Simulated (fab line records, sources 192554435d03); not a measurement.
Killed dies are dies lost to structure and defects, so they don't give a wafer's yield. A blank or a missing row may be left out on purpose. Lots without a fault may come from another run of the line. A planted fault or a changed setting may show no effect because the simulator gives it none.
fab line records | flow n5_finfet
record lots=5 wafers=15 last_day=16
route steps=1938 shown HKMG_FIN@429 GATE_CUT@465 PASSIVATION@1936
lots that met no fault: from a run of the same line without faults
start_h: hours from the record's first day to the start of the lot's first wafer shown | wait_h: hours since the lot's step before | " the same as in the row above | L1.1+2: a row that stands for several wafers | - no value, or no start given | * or withheld: withheld | < > ~ a bound
route shown NAME@n: a module of which the file shows steps, and the number in the route of the first | usual: mean/standard deviation of fault-free wafers | same: alike in all rows | chamber/n: place in a boat | sites: the reading at each site | _std_site: their standard deviation | _edge_site: outer sites' mean less inner sites' | radius_mm: how far each site lies from the wafer's centre | mask NAME#n: copy n | behind: the tool/chamber that last shaped the wafer | hold: why the lot was held/for how many hours/how that ended | device: the transistor (n, p or np) that didn't switch | end of line: the same wafers' tests at the end of the route | a step without rows: its recipe alone | killed: dies lost to structure and defects at the first sort, not the wafer's yield | map: a wafer's dies, x killed, . not, _ none there
set.NAME: the setting as run; set.NAME@STEP: as run at that earlier step | model.NAME: the simulator's own value behind a step, which no gauge read
lots at some steps of the route; a table a step, a row a wafer
services: from which hour (start_h, from the record's first day; less than 0 if before it) a tool's chamber was out of use, for how many hours, and why
## steps
# step N5_HKMG_FIN_DEVELOP_11
# recipe develop_time_s=30 developer=TMAH resist=CAR-ArF dev_temp_c=23 rinse_liquid=diw dry=air_spin
# step N5_HKMG_FIN_DESCUM_17
# recipe chemistry=O2 time_s=7.9 source_power_w=50 bias_power_w=20 pressure_mtorr=20 rf_frequency_hz=2.712e+07 temp_c=40 resist=CAR-ArF o2_flow_sccm=225
# step N5_HKMG_FIN_ETCH_31
# recipe chemistry=CF4 target=SiARC target_depth_a=455 mask_material=CAR-ArF time_s=75.8 ion_energy_ev=80 pressure_mtorr=40 source_w=545 bias_w=36 Ar_flow_sccm=100 cf4_flow_sccm=100 ends=cleared
# step N5_HKMG_FIN_ETCH_32
# recipe chemistry=N2/H2 target=SOC target_depth_a=2400 temp_c=40 time_s=300 ion_energy_ev=200 mask_material=SiARC pressure_mtorr=30 source_w=840 bias_w=150 n2_flow_sccm=200 h2_flow_sccm=200
# step N5_HKMG_FIN_STRIP_33
# recipe chemistry=N2/H2 temp_c=40 n2_flow_sccm=200 h2_flow_sccm=200 rf_frequency_hz=6e+07
# step N5_HKMG_FIN_STRIP_34
# recipe chemistry=CF4 resist=SiARC power_w=300 bias_power_w=75 pressure_mtorr=50 cf4_flow_sccm=150 rf_frequency_hz=6e+07
# step N5_HKMG_FIN_ETCH_35
# recipe chemistry=N2/H2 target=SOC target_depth_a=2158 ion_energy_ev=65 bias_w=5 source_w=3000 time_s=243.4 pressure_mtorr=30 n2_flow_sccm=200 h2_flow_sccm=200
# step N5_HKMG_FIN_STRIP_92
# recipe chemistry=N2/H2 material=SOC time_s=20 power_w=500 temp_c=40 pressure_mtorr=50 rf_frequency_hz=6e+07 bias_power_w=8 h2_frac=0.5 n2_flow_sccm=300 h2_flow_sccm=300
# step N5_HKMG_FIN_WET_ETCH_18
# recipe chemistry=SC1 target=TiN mix=1:1:5 temp_c=* time_s=55 target_depth_nm=5.2 dry=ipa_marangoni rinse_time_s=30 rinse_temp_c=23
# step N5_HKMG_FIN_STRIP_19
# recipe chemistry=N2/H2 power_w=2500 temp_c=300 h2_frac=0.65 time_s=360 pressure_mtorr=withheld n2_flow_sccm=1750 h2_flow_sccm=3250
# usual drypump_motor_current_A=6.0/0.37 heater_power_w=517/25
# columns lot.wafer tool chamber start_h wait_h drypump_motor_current_A heater_power_w rf_hours_counter_h
L844.1 plasma_asher-01 1 105.30 0.0 5.8 549 108
L844.2 " 0 " " 5.8 502 108
L844.6 " 1 " " 5.8 541 -
L846.1 plasma_asher-02 0 117.15 0.0 5.7 487 32
L846.5 " 1 " " 6.7 520 -
L846.6 " 0 " " 5.7 495 -
L855.2 plasma_asher-01 1 175.64 0.0 5.9 543 124
L855.3 " 0 " " 5.8 494 -
L855.6 " 0 " " 5.7 498 -
L856.1 plasma_asher-01 1 178.28 0.0 5.8 564 125
L856.2 " 0 " " 5.8 499 125
L856.6 " 0 " " 5.8 491 -
L859.2 plasma_asher-01 1 201.02 0.0 5.8 548 129
L859.3 " 0 " " 5.8 489 -
L859.6 " 0 " " 5.8 489 -
# step N5_HKMG_FIN_ALD_91
# recipe material=TiN target_thk_a=10 temp_c=400 ald_precursor_family=TiCl4 ald_co_reactant=NH3 pulse_time_s=1 purge_time_s=3 co_reactant_purge_time_s=2 co_reactant_pulse_time_s=2 ald_cycles=47 pressure_torr=3
# step N5_HKMG_FIN_COAT_85
# recipe resist=SOC temp_c=250 time_s=60 spin_rpm=1500 resist_thk_nm=300
# step N5_HKMG_FIN_ETCH_86
# recipe chemistry=N2/H2 target=SOC target_depth_a=3932 stop_on=TiN ion_energy_ev=100 bias_w=61 pressure_mtorr=30 source_w=850 n2_flow_sccm=200 h2_flow_sccm=200
# step N5_HKMG_FIN_STRIP_89
# recipe chemistry=N2/H2 material=SOC time_s=20 power_w=500 temp_c=40 pressure_mtorr=50 rf_frequency_hz=6e+07 bias_power_w=8 h2_frac=0.5 n2_flow_sccm=300 h2_flow_sccm=300
# step N5_HKMG_FIN_WET_ETCH_87
# recipe chemistry=SC1 target=TiN mix=1:2:40 temp_c=50 time_s=154.2 target_depth_nm=4.7 dry=ipa_marangoni rinse_time_s=30 rinse_temp_c=23
# step N5_HKMG_FIN_STRIP_88
# recipe chemistry=N2/H2 power_w=2500 temp_c=300 h2_frac=0.65 time_s=360 pressure_mtorr=withheld n2_flow_sccm=1750 h2_flow_sccm=3250
# step N5_HKMG_FIN_NWFM_ALD_20
# recipe material=TiAlC target_thk_a=20 temp_c=300 ald_precursor_family=TiCl4 ald_co_reactant=TEA pulse_time_s=3 purge_time_s=2 co_reactant_purge_time_s=2 co_reactant_pulse_time_s=10 ald_cycles=7 pressure_torr=3
# step N5_HKMG_FIN_ALD_71
# recipe material=TiN target_thk_a=10 temp_c=400 ald_precursor_family=TiCl4 ald_co_reactant=NH3 pulse_time_s=1 purge_time_s=3 co_reactant_purge_time_s=2 co_reactant_pulse_time_s=2 ald_cycles=47 pressure_torr=3
# step N5_HKMG_FIN_COAT_66
# recipe resist=SOC temp_c=250 time_s=60 spin_rpm=1500 resist_thk_nm=300
# step N5_HKMG_FIN_ETCH_67
# recipe chemistry=N2/H2 target=SOC target_depth_a=3889 stop_on=TiN ion_energy_ev=100 bias_w=61 pressure_mtorr=30 source_w=850 n2_flow_sccm=200 h2_flow_sccm=200
# step N5_HKMG_FIN_STRIP_90
# recipe chemistry=N2/H2 material=SOC time_s=20 power_w=500 temp_c=40 pressure_mtorr=50 rf_frequency_hz=6e+07 bias_power_w=8 h2_frac=0.5 n2_flow_sccm=300 h2_flow_sccm=300
# step N5_HKMG_FIN_WET_ETCH_73
# recipe chemistry=SC1 mix=1:2:40 temp_c=50 time_s=42.3 target_depth_nm=1.3 dry=ipa_marangoni rinse_time_s=30 rinse_temp_c=23
# step N5_HKMG_FIN_ETCHBACK_68
# recipe chemistry=Cl2/Ar stop_on=HfO2 target_depth_a=5 pressure_mtorr=10 icp_w=600 bias_w=60 Cl2_flow_sccm=40 Ar_flow_sccm=60
# step N5_HKMG_FIN_STRIP_69
# recipe chemistry=N2/H2 power_w=2500 temp_c=300 h2_frac=0.65 time_s=360 pressure_mtorr=withheld n2_flow_sccm=1750 h2_flow_sccm=3250
# step N5_HKMG_FIN_ALD_21
# recipe material=TiN target_thk_a=15 temp_c=400 ald_precursor_family=TiCl4 ald_co_reactant=NH3 pulse_time_s=1 purge_time_s=3 co_reactant_purge_time_s=2 co_reactant_pulse_time_s=2 ald_cycles=68 pressure_torr=3
# step N5_HKMG_FIN_ALD_72
# recipe material=W target_thk_a=20 temp_c=300 pressure_torr=7.5 ald_precursor_family=WF6 ald_co_reactant=B2H6 pulse_time_s=1 purge_time_s=2 co_reactant_purge_time_s=2 co_reactant_pulse_time_s=3 ald_cycles=7
# step N5_HKMG_FIN_W_FILL_22
# recipe material=W target_thk_a=600 temp_c=400 pressure_torr=39.4 time_s=18.2
# step N5_HKMG_FIN_PRECLEAN_83
# recipe chemistry=DIW time_s=57.5 temp_c=23
# step N5_HKMG_FIN_SRD_84
# recipe dry_time_s=32 dry=n2_spin spin_rpm=1500
# step N5_HKMG_FIN_CMP_23
# recipe stop_on=SiNx t_overpolish_s=10 post_cmp_clean=rinse_only down_force_psi=4 platen_rpm=50.289 pad_velocity_m_s=1.0006 target_thk_nm=46.326
# step N5_HKMG_FIN_CMP_94
# recipe stop_on=SiNx post_cmp_clean=w_dilute_nh4oh t_overpolish_s=4.7 down_force_psi=4 platen_rpm=50.289 pad_velocity_m_s=1.0006 target_thk_nm=43.299
# step N5_GATE_CUT_ETCHBACK_00
# recipe chemistry=SF6/Cl2 target=W pressure_mtorr=8 icp_w=900 bias_w=80 SF6_flow_sccm=40 Cl2_flow_sccm=60
# step N5_GATE_CUT_ETCH_56
# recipe chemistry=Cl2/Ar target=TiN target_depth_a=216 pressure_mtorr=10 icp_w=600 bias_w=60 Cl2_flow_sccm=40 Ar_flow_sccm=60
# step N5_GATE_CUT_ETCHBACK_30
# recipe chemistry=Cl2/Ar target=TiN target_depth_a=30 mode=isotropic pressure_mtorr=10 icp_w=600 bias_w=60 Cl2_flow_sccm=40 Ar_flow_sccm=60
# step N5_GATE_CUT_VAPOR_ETCH_60
# recipe chemistry=BCl3/Cl2 target=HfO2 mode=isotropic
# step N5_GATE_CUT_ETCH_58
# recipe chemistry=CH3F/O2 target=SiNx target_depth_a=170 time_s=128.6 ion_energy_ev=50 pressure_mtorr=30 source_w=415 bias_w=21 Ar_flow_sccm=150 CH3F_flow_sccm=30 O2_flow_sccm=20
# step N5_GATE_CUT_STRIP_59
# recipe chemistry=N2/H2 time_s=20 power_w=100 temp_c=40 pressure_mtorr=100 rf_frequency_hz=6e+07 bias_power_w=3 n2_flow_sccm=300 h2_flow_sccm=300
# step N5_PASSIVATION_PROBE_49
# usual defect_limited_yield=91.3/1.5 killed_at_M0_to_M3=35/10 killed_at_M4_up=12/4.6 killed_at_contacts=13/6.6 killed_at_front_end=39/11 killed_at_other=4/3.4 killed_dies=103/17 killed_on_rim=14/4.1 killed_open=67/13 killed_short=35/8.2 sort_bin_5_function=5.1/0.94 sort_bin_6_memory=3.2/0.7 sort_n_pass=1077/17 sort_yield_pct=91.3/1.5
# same gross_dies=1180 killed_at_back_side=0 sort_bin_4_leakage[%]=0 sort_bin_8_speed[%]=0
# columns lot.wafer tool chamber start_h wait_h defect_limited_yield[%] killed_at_M0_to_M3 killed_at_M4_up killed_at_contacts killed_at_front_end killed_at_other killed_dies killed_on_rim killed_open killed_short sort_bin_5_function[%] sort_bin_6_memory[%] sort_n_pass sort_yield_pct[%]
L855.3 prober-01 - 373.78 0.1 83.8 16 22 10 140 3 191 29 68 33 10.6 4.0 989 83.8
L855.6 prober-01 - 373.93 0.3 85.2 48 7 6 112 2 175 27 61 34 8.7 3.6 1005 85.2
L856.2 prober-01 - 376.90 0.1 85.1 22 12 19 112 11 176 30 67 24 9.3 4.2 1004 85.1
L856.6 prober-01 - 377.10 0.3 82.6 41 11 22 123 8 205 29 76 47 11.3 4.8 975 82.6
L859.3 prober-02 - 393.85 0.1 84.1 56 12 9 110 1 188 24 72 34 10.1 3.6 992 84.1
L859.6 prober-02 - 394.00 0.3 83.2 34 16 9 137 2 198 27 72 30 11.5 3.1 982 83.2
# killed by level:class
L855.3 HKMG_FIN:unspecified=87 STI_FIN_REVEAL:geometric_particle:open=18 MOL_CONTACT_COAG:geometric_particle:open=7 BEOL_M4:geometric_particle:open=7 BEOL_M0_SAQP:geometric_particle:short=5 STARTING-WAFER:geometric_particle:short=5 FIN_SAQP:geometric_particle:open=4 STI_FIN_REVEAL:geometric_particle:short=4
L855.6 HKMG_FIN:unspecified=79 BEOL_M0_SAQP:geometric_particle:short=20 BEOL_M0_SAQP:geometric_particle:open=19 FIN_SAQP:geometric_particle:open=11 STI_FIN_REVEAL:geometric_particle:open=6 MOL_CONTACT_COAG:geometric_particle:open=5 ILD0:geometric_particle:open=3 GATE_CUT:geometric_particle:short=3
L856.2 HKMG_FIN:unspecified=84 MOL_CONTACT_COAG:geometric_particle:open=17 FIN_SAQP:geometric_particle:short=7 FIN_SAQP:geometric_particle:open=6 BEOL_M0_SAQP:geometric_particle:open=5 BEOL_M1:geometric_particle:open=5 STI_FIN_REVEAL:geometric_particle:open=4 MIM_TOP_ETCH:geometric_particle:short=4
L856.6 HKMG_FIN:unspecified=81 MOL_CONTACT_COAG:geometric_particle:open=19 FIN_SAQP:geometric_particle:short=15 BEOL_M1:geometric_particle:open=13 BEOL_M0_SAQP:geometric_particle:open=8 GATE_CUT:geometric_particle:short=7 BEOL_M0_SAQP:geometric_particle:short=7 ILD0:geometric_particle:short=5
L859.3 HKMG_FIN:unspecified=78 BEOL_M3:geometric_particle:open=19 BEOL_M0_SAQP:geometric_particle:open=14 BEOL_M0_SAQP:geometric_particle:short=8 MOL_CONTACT_COAG:geometric_particle:open=6 FIN_SAQP:geometric_particle:open=5 DUMMY_GATE:geometric_particle:open=5 GATE_CUT:geometric_particle:short=5
L859.6 HKMG_FIN:unspecified=87 MOL_CONTACT_COAG:geometric_particle:open=9 BEOL_M2:geometric_particle:open=8 HKMG_FIN:area_etch=8 BEOL_M0_SAQP:geometric_particle:open=7 STARTING-WAFER:geometric_particle:open=7 FIN_SAQP:geometric_particle:short=6 STI_FIN_REVEAL:geometric_particle:open=5
# map L855.3 (x killed, . not)
_________________.......x...x________________
______________...........x......_____________
___________...........x...x........__________
__________............x............._________
________x..x...x..xxxx...............x_______
_______................................______
______.................................._____
_____x........xx.........................____
____...x....x......x.x..................x.___
___..............x.x............x.x........__
___x.x.......x................x............__
__.....x....x....x....x......x..x..........._
__...x......x...xx.x....x..........x..x....._
_................x.x..x....x.x.........xx....
_........................x...x...x...x...x...
_............................................
_...........x......................x.........
_..x.....x.........x...x...............x.....
_......x.......x.................x........x..
_......................x..................x..
_...x...x........x.............x...........xx
__..xx..............x....x..........x......x_
__....................x.....x.....x........._
___........................................__
___..............xx................x.......__
____..xx.......xx.........................___
_____x.x.xxxxxxxxx.xx............x...x...____
______.....x.xxxxxxxxx.....x.......x...._____
_______x.x.xxxxxxxxxxx...x...........x.______
________..xxxxxxxxxxxxx..x............_______
__________.xxxxxxxxxxxxxx..........._________
___________xxxxxxxxxxxx.x..........__________
______________xxxxxxxx.xx.x....._____________
_________________xxxxx...x...________________
# map L856.6 (x killed, . not)
_________________.........x..________________
______________........xx.......x_____________
___________....x..............x....__________
__________.......x.................._________
________x......x..xx.x....x..........._______
_______....x.......x.......x........x..______
______....................x..........x.._____
_____....x...............xx....xx........____
____........x..................x.........x___
___..................x..x........x....xx...__
___x.............xx............x..x.....x..__
__.......x....x......x.......x.............._
__................x..x...xx.........x......._
_xx...x.xx..x.xx.............x..x............
_....x.....x.....................x.xx........
_....................x.....x.....x.....x.....
_...................x.x......................
_...............x......x.......x.............
_.x..............x.x..x..............x...x...
_.......x.......x....xx............x......xx.
_.x........x.x..x.....x.......x..............
__...x......x...x....x...x.................._
__...x...x.................................._
___..x.....x..xx............x.......x......__
___........x....x..x...........x.....x.....__
____..x........x..x.....x.....x........xx.___
_____.x...xx.xxxxx.x.....x.....x.........____
______......xxxxxx.x.x..x...x.........x._____
_______.xxxxxxxxxxxxxxx........x.......______
________...x.xxxxxxxx..............xx._______
__________xxxxxxxxxxxxx............._________
___________xxxxxxxxxxxx....x.......__________
______________xxxxxxxxxx........_____________
_________________xxx.xx......________________
## services
# columns tool chamber start_h hours kind
plasma_asher-02 - 127.36 15.6 pm
plasma_asher-02 - 169.49 2.8 pm
## key
first_sign step=N5_PASSIVATION_PROBE_49 reading=killed_at_front_end direction=up sigmas=7.2 usual=39 struck=122
effect step=N5_PASSIVATION_PROBE_49 reading=defect_limited_yield direction=down sigmas=4.9 usual=91.3 struck=84.0
more_kills_born_at N5_HKMG_FIN_STRIP_19@plasma_asher-01=496
met_at N5_HKMG_FIN_STRIP_19
struck_wafers L855.3,L855.6,L856.2,L856.6,L859.3,L859.6
onset_between 105.30 175.64
fault kind=chamber_particle_source tool=plasma_asher-01 chamber=0 onset_h=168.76 steps=N5_HKMG_FIN_STRIP_19 rate_per_visit_cm2=0.54054 end_h=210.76
